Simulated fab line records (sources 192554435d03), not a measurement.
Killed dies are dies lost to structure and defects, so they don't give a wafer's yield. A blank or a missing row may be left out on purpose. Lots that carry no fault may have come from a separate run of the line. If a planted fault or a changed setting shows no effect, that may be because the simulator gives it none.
Problem report, 8D (eight disciplines) form, completed by code || flow n5-finfet || the parts of the form that need people (team, actions taken, sign-off) are left out

1. THE PROBLEM
Wafers without a fault read 30.00 mTorr, standard deviation 0.035; chamber-pressure-mTorr at N5_BEOL_M7_STRIP_19 reads a mean of 21.00 mTorr on 2 wafers belonging to 2 lots. So: -99 or more standard deviations from the usual mean.
The step: strips in O2.
First observed at day 14 12:30: wafer L411.2, on rie-diel-05. At this step, 18 wafers from 6 lots have a number in the record. The rule behind "out" and "out of limits": a value lying over 4 standard deviations away from the usual mean. The other wafers with a number count as sound.

2. WHAT IT IS, AND WHAT IT ISN'T
{"question": "which readings at this step", "is": "chamber-pressure-mTorr", "is not": "drypump-motor-current-A, rf-vpp-V, showerhead-plenum-p-Torr, throttle-valve-pct"}
{"question": "which lots", "is": "L411, L413", "is not": "L394, L395, L398, L406"}
{"question": "which wafers of those lots", "is": "L411.2, L413.2", "is not": "L411.4, L411.6, L413.1, L413.4"}
{"question": "read on which tools", "is": "rie-diel-05", "is not": "rie-diel-01, rie-diel-06"}
{"question": "when", "is": "from day 14 12:30", "is not": "up to then (14 sound wafers); but 2 sound wafers of L413 came after"}

3. THE SUSPECTS, EACH WITH WHAT RULES IT OUT
Counting: if a tool at a process step up to the reading ran every lot that is out, it stays a suspect. Sound lots after the first of them don't rule it out here, since some wafers of a struck lot are sound.
- rie-metal-03 at N5_BEOL_M7_HM_OPEN_17 (chemistry Cl2/BCl3, target TiN, target depth 20 nm, overetch 6 nm): kept. It ran every lot that is out, first L411 (day 14 12:23); its last sound lot up to then is L398 (day 10 20:17).
- rie-diel-05 at N5_BEOL_M7_STRIP_19 (strips in O2): kept. It ran every lot that is out, first L411 (day 14 12:30); its last sound lot up to then is L406 (day 13 15:01). Out on those wafers are its own readings of chamber-pressure-mTorr.
- Within rie-diel-05 at N5_BEOL_M7_STRIP_19: the wafers that are out ran in chamber 3; their sound lot-mates ran in chambers 0, 1.
The count leaves rie-diel-05 at N5_BEOL_M7_STRIP_19 and rie-metal-03 at N5_BEOL_M7_HM_OPEN_17.

4. THE CAUSE (what the simulator had put in)
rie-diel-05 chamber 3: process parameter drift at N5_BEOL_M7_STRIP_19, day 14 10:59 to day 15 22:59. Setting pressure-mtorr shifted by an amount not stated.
Counting leaves 2 suspects; this tool is one of them.

5. THE CHAIN OF EFFECTS, in route order
Rows list readings where the struck wafers' mean (over those with a number) sits beyond 3 standard deviations from the usual. Only readings for which the record gives a usual standard deviation are gone through. hours: the time from each lot's start at the first step in this table that gives one to its start at this step, as a median over the lots. sigmas: the change in usual standard deviations.
{"hours": 0, "step": "N5_BEOL_M7_STRIP_19", "reading": "chamber-pressure-mTorr", "usual": "30.00 mTorr", "on struck wafers": 21.00, "change": -9.00, "sigmas": "-99 or more"}
The process steps in it:
- N5_BEOL_M7_STRIP_19: strips in O2.
Later measuring or inspecting steps at which every struck wafer that the step has a row for has a number for every such reading, and none has moved that far: N5_BEOL_M7_CD_MEAS_18.

6. WHAT WOULD HAVE CAUGHT IT SOONER
In this record no reading fell out of limits until day 14 12:30, 2 hours after the fault had begun at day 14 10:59.
